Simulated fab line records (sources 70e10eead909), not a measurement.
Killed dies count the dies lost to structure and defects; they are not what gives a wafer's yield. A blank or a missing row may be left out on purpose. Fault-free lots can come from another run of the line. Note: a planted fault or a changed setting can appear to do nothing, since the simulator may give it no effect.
Which of the tools did it?	flow nand-harc	15 lots, 45 wafers sampled, at 3 steps of a route of 1302

## WHAT EACH GAUGE READ, for each wafer
NHARC_A_SGD_CUT_THK_MEAS_22: measures by ellipsometry.
lot	measured	on	thk-nm (nm)
L624	day 19 23:52	film-metro-01	148.9 148.2 149.8
L626	day 19 23:52	film-metro-02	150.4 148.2 148.4
L625	day 20 06:44	film-metro-02	147.1 148.9 147.8
L627	day 21 03:20	film-metro-01	147.3 147.4 147.8
L628	day 22 00:02	film-metro-01	145.6 148.6 146.3
L630	day 22 20:14	film-metro-02	148.9 148.0 146.2
L629	day 23 00:44	film-metro-01	148.5 148.0 148.6
L632	day 23 09:43	film-metro-02	149.5 149.5 149.1
L633	day 23 09:52	film-metro-01	148.8 148.1 145.9
L631	day 23 14:23	film-metro-02	146.7 147.8 148.1
L636	day 24 22:44	film-metro-02	145.9 147.4 150.9
L638	day 25 11:26	film-metro-02	148.8 147.3 146.4
L639	day 25 16:08	film-metro-02	149.1 148.6 151.2
L641	day 26 20:52	film-metro-01	147.5 148.2 149.7
L646	day 29 06:09	film-metro-02	149.2 150.2 146.9

## EACH LOT AND THE TOOL THAT RAN IT (in order: tool; ch and the chambers of the sampled wafers; start)
lot	NHARC_A_SGD_CUT_ETCH_16	NHARC_A_SGD_CUT_STRIP_17
L624	rie-diel-13 ch 1,3, day 19 23:52 or earlier	rie-diel-13 ch 0,2,3, day 19 23:52 or earlier
L626	rie-diel-08 ch 0,2,3, day 19 23:52 or earlier	rie-diel-08 ch 0,1, day 19 23:52 or earlier
L625	rie-diel-08 ch 0,2, day 20 06:44 or earlier	rie-diel-08 ch 2,3, day 20 06:44 or earlier
L627	rie-diel-13 ch 1,2, day 21 03:20 or earlier	rie-diel-13 ch 0,2,3, day 21 03:20 or earlier
L628	rie-diel-12 ch 1,2,3, day 22 00:02 or earlier	rie-diel-12 ch 0,2, day 22 00:02 or earlier
L630	rie-diel-12 ch 0,2,3, day 22 20:14 or earlier	rie-diel-12 ch 0,2,3, day 22 20:14 or earlier
L629	rie-diel-08 ch 0,2,3, day 23 00:44 or earlier	rie-diel-08 ch 1,2,3, day 23 00:44 or earlier
L632	rie-diel-08 ch 2,3, day 23 09:43 or earlier	rie-diel-08 ch 0,2,3, day 23 09:43 or earlier
L633	rie-diel-13 ch 1,2,3, day 23 09:52 or earlier	rie-diel-13 ch 1,2,3, day 23 09:52 or earlier
L631	rie-diel-12 ch 1,2, day 23 14:23 or earlier	rie-diel-12 ch 0,1, day 23 14:23 or earlier
L636	rie-diel-12 ch 0,2,3, day 24 22:44 or earlier	rie-diel-12 ch 0,2, day 24 22:44 or earlier
L638	rie-diel-13 ch 2,3, day 25 11:26 or earlier	rie-diel-13 ch 0,1,2, day 25 11:26 or earlier
L639	rie-diel-08 ch 0,1,3, day 25 16:08 or earlier	rie-diel-08 ch 0,2,3, day 25 16:08 or earlier
L641	rie-diel-13 ch 1,2,3, day 26 20:52 or earlier	rie-diel-13 ch 0,2,3, day 26 20:52 or earlier
L646	rie-diel-08 ch 0,2,3, day 29 06:09 or earlier	rie-diel-08 ch 0,2,3, day 29 06:09 or earlier
- NHARC_A_SGD_CUT_ETCH_16: etches the open film in C4F8/O2/Ar, target depth 310.5 nm, time 155.2 s.
- NHARC_A_SGD_CUT_STRIP_17: strips in O2.

## WHAT THE TOOLS THEMSELVES READ (means of the sampled wafers that have a number; where no wafer has one, the mark that the record gives instead)
NHARC_A_SGD_CUT_ETCH_16.
lot	tool	oes-product-au (a.u.)	rf-fwd-power-W (W)	rf-vpp-V (V)
L624	rie-diel-13	0.956	598.0	718
L626	rie-diel-08	0.949	598.4	719
L625	rie-diel-08	0.984	596.2	721
L627	rie-diel-13	0.963	598.6	718
L628	rie-diel-12	0.978	596.9	724
L630	rie-diel-12	0.971	599.2	724
L629	rie-diel-08	0.988	597.4	720
L632	rie-diel-08	0.975	598.2	723
L633	rie-diel-13	0.977	598.0	719
L631	rie-diel-12	0.978	596.0	728
L636	rie-diel-12	0.977	595.6	725
L638	rie-diel-13	0.964	596.7	718
L639	rie-diel-08	0.970	597.2	722
L641	rie-diel-13	0.961	596.6	717
L646	rie-diel-08	0.975	598.4	721

NHARC_A_SGD_CUT_STRIP_17.
lot	tool	drypump-motor-current-A (A)	oes-product-au (a.u.)	rf-vpp-V (V)	showerhead-plenum-p-Torr (Torr)	throttle-valve-pct (%)
L624	rie-diel-13	5.6	0.994	57.5	3.53	17.033
L626	rie-diel-08	5.4	1.005	57.9	3.48	17.042
L625	rie-diel-08	6.2	1.003	58.2	3.53	17.030
L627	rie-diel-13	5.5	1.000	58.5	3.53	17.038
L628	rie-diel-12	5.9	0.997	58.1	3.69	17.031
L630	rie-diel-12	6.0	0.997	57.6	3.57	17.034
L629	rie-diel-08	6.2	1.007	58.1	3.58	17.026
L632	rie-diel-08	5.9	1.005	57.2	3.43	17.030
L633	rie-diel-13	5.3	0.991	58.6	3.37	17.046
L631	rie-diel-12	6.0	1.000	57.9	3.64	17.031
L636	rie-diel-12	5.9	1.001	58.0	3.69	17.044
L638	rie-diel-13	5.6	0.996	58.0	3.48	17.043
L639	rie-diel-08	5.9	0.999	57.5	3.43	17.029
L641	rie-diel-13	5.5	0.996	58.0	3.52	17.040
L646	rie-diel-08	5.9	1.001	58.2	3.42	17.037

## THE ANSWER, worked out from the rows above alone
Rule: what is usual is taken from the lots themselves. The widest of any qualifying gaps counts: lots, ordered by their means at a reading, are off when they make up no more than a third of the lots, leave a main group of 4 or more, and stand apart from it by 3 or more times the standard deviation of that group's means. If all means in a main group match to the digits the tables above print for the reading, that group is not used. Also off: a lot with no number at a reading for which 4 or more lots have one. The other lots that the step has rows for count as sound. After the gauges, taken in route order, come the tools' own readings; for these a lot's mean is taken, as printed above. At the first step where some lot is off, the reading lying furthest off is the one used; lots without a number count as furthest.
No lot is off at any reading shown: from this, nothing can be told.

## WHAT THE SIMULATOR HAD INSERTED
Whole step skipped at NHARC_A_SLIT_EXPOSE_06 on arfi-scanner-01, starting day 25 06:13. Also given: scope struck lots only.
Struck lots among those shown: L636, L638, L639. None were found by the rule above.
